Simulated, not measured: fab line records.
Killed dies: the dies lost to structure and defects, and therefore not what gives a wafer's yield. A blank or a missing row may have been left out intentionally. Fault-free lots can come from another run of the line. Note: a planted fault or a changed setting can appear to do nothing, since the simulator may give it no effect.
Problem report, 8D (eight disciplines) form, completed by code ; flow n5-finfet ; the parts of the form that need people (team, actions taken, sign-off) are left out
Where a reading is given only as a bound, like >300, the bound stands for it, and a mean or a difference that rests on one is marked > or <: the true number lies beyond.

1. WHAT WENT WRONG
At N5_DUMMY_GATE_INSPECT_27, raw-defect-count averages 1244 over 2 wafers from 2 lots, while fault-free wafers read 325, standard deviation 110. Relative to the usual mean, that is a shift of +8.4 standard deviations.
The step: inspects for defects (brightfield).
First observed at day 7 12:02: wafer L246.5, on defect-inspect-01. The record holds 24 wafers of 8 lots with a number at this step. The rule behind "out" and "out of limits": a value lying over 4 standard deviations away from the usual mean. The other wafers with a number count as sound.

2. WHAT IT IS; WHAT IT IS NOT
question;is;is not
which readings at this step;raw-defect-count;-
which lots;L246, L248;L228, L231, L232, L234, L237, L241
which wafers of those lots;L246.5, L248.5;L246.1, L246.2, L248.3, L248.4
read on which gauges;defect-inspect-01, defect-inspect-02;-
when;from day 7 12:02;"up to then (20 sound wafers); but 2 sound wafers of L248 came after"

3. SUSPECTS, AND WHAT RULES EACH OUT
Counting: a tool at a process step up to the reading stays a suspect if it ran every lot that is out. Sound lots after the first of them don't rule it out here, since some wafers of a struck lot are sound.
- the gauge at N5_DUMMY_GATE_INSPECT_27 is ruled out. Those wafers that are out were read across 2 gauges (defect-inspect-01, defect-inspect-02).
- rie-diel-04 at N5_DUMMY_GATE_STRIP_41 (strips in O2): kept. It processed each lot that is out (first: L246, day 7 11:22); up to then, its last sound lot is L237 (day 5 04:55).
- rie-si-02 at N5_DUMMY_GATE_ETCH_32 (etches SiO2 in CF4, target depth 3.5 nm, time 3.9 s): kept. It processed each lot that is out (first: L246, day 7 11:34); up to then, its last sound lot is L232 (day 3 23:14).
- Within rie-diel-04 at N5_DUMMY_GATE_STRIP_41: the wafers that are out ran in chamber 2; their sound lot-mates ran in chambers 0, 3.
Left after counting: rie-diel-04 at N5_DUMMY_GATE_STRIP_41, rie-si-02 at N5_DUMMY_GATE_ETCH_32.

4. THE CAUSE (what the simulator had put in)
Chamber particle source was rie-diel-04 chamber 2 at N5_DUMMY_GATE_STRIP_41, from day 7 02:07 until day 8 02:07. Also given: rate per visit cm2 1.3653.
Counting leaves 2 suspects; this tool is one of them.

5. THE CHAIN OF EFFECTS, in route order
Each row: a reading where the mean over the struck wafers with a number is more than 3 standard deviations away from the usual. Only readings whose record carries a usual standard deviation are examined. hours: median over the lots of the time between each lot's start at the first step of this table that gives one and its start at this step. sigmas: the change, counted in usual standard deviations.
hours;step;reading;usual;on struck wafers;change;sigmas
0;N5_DUMMY_GATE_INSPECT_27;raw-defect-count;325;1244;+920;+8.4
1;N5_SPACER0_INSPECT_04;raw-defect-count;147;1061;+914;+23
1;N5_SD_EPI_N_INSPECT_11;raw-defect-count;2.1;>300;>+298;+99 or more
242;N5_PASSIVATION_PROBE_49;defect-limited-yield;91.0 %;79.5;-11.5;-8.2
242;N5_PASSIVATION_PROBE_49;killed-at-front-end;41;182;+140;+13
242;N5_PASSIVATION_PROBE_49;killed-dies;106;241;+135;+8.4
242;N5_PASSIVATION_PROBE_49;sort_bin_5_function;5.3 %;12.4;+7.1;+7.9
242;N5_PASSIVATION_PROBE_49;sort-n-pass;1070;939;-131;-4.7
242;N5_PASSIVATION_PROBE_49;sort-yield-pct;90.7 %;79.5;-11.2;-4.6
It contains these process steps:
- N5_PASSIVATION_PROBE_49
Later steps that measure or inspect, where all struck wafers having a row at the step show a number for every such reading and not one has moved that far: N5_BEOL_M4_RC_MEAS_101.

6. HOW IT WOULD HAVE BEEN CAUGHT EARLIER
10 hours passed between the start of the fault at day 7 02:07 and the first reading out of limits at a measuring or inspecting step in this record, taken at day 7 12:02.
An alarm limit of 4 standard deviations would not have fired on the tool readings at N5_DUMMY_GATE_STRIP_41 for which the record gives a usual standard deviation, since none of them was out on any struck wafer.
Of the lots that are out (2), L248 began N5_DUMMY_GATE_STRIP_41 on rie-diel-04 after day 7 12:02. It would have been spared by a hold on the tool at that moment.
